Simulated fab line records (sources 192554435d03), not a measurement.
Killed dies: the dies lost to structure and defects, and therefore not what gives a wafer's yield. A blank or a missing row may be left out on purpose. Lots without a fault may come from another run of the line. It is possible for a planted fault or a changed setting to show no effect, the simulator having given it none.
Chamber matching + flow n5_finfet + rie_diel-02 running N5_BEOL_M13_ETCH_38: 4 sister chambers
The step etches SiCN in CF4/N2, target depth 67.5 nm, time 71.9 s. 4 wafers are shown with their chamber, then 11 later ones without.

## WAFERS WITH THEIR CHAMBER
| wafer  | chamber | showerhead_plenum_p_Torr (Torr) |
|--------|---------|---------------------------------|
| L086.4 | 2       | 2.18                            |
| L093.2 | 3       | 2.33                            |
| L093.4 | 1       | 2.26                            |
| L094.1 | 0       | 2.14                            |

## WAFERS WITHOUT THEIR CHAMBER
| wafer  | showerhead_plenum_p_Torr (Torr) |
|--------|---------------------------------|
| L094.2 | 2.17                            |
| L094.3 | 2.33                            |
| L094.4 | 2.14                            |
| L094.5 | 2.33                            |
| L094.6 | 2.17                            |
| L095.1 | 2.14                            |
| L095.4 | 2.17                            |
| L095.5 | 2.33                            |
| L097.1 | 2.33                            |
| L097.5 | 2.33                            |
| L097.6 | 2.17                            |

## CHAMBER TAKEN BY EACH
| wafer  | from the rows above | in truth |
|--------|---------------------|----------|
| L094.2 | 2                   | 2        |
| L094.3 | 3                   | 3        |
| L094.4 | 0                   | 0        |
| L094.5 | 3                   | 3        |
| L094.6 | 2                   | 2        |
| L095.1 | 0                   | 0        |
| L095.4 | 2                   | 2        |
| L095.5 | 3                   | 3        |
| L097.1 | 3                   | 3        |
| L097.5 | 3                   | 3        |
| L097.6 | 2                   | 2        |
11 of 11 placed correctly. Number that these rows cannot place: 0. Wrongly placed: 0.
How it was worked out, from the rows above alone: a wafer's distance from a chamber is the root of the sum, over the readings, of the square of ((its reading less the chamber's mean) divided by the reading's scatter). If the next closest chamber is less than 2 further off than the closest, the wafer can't be placed; otherwise it belongs to the closest. The mean given for a chamber averages the wafers shown for that chamber. The scatter: with one shown wafer a chamber, the root of the mean of the squares of how far each hidden wafer lies from its nearest shown one.
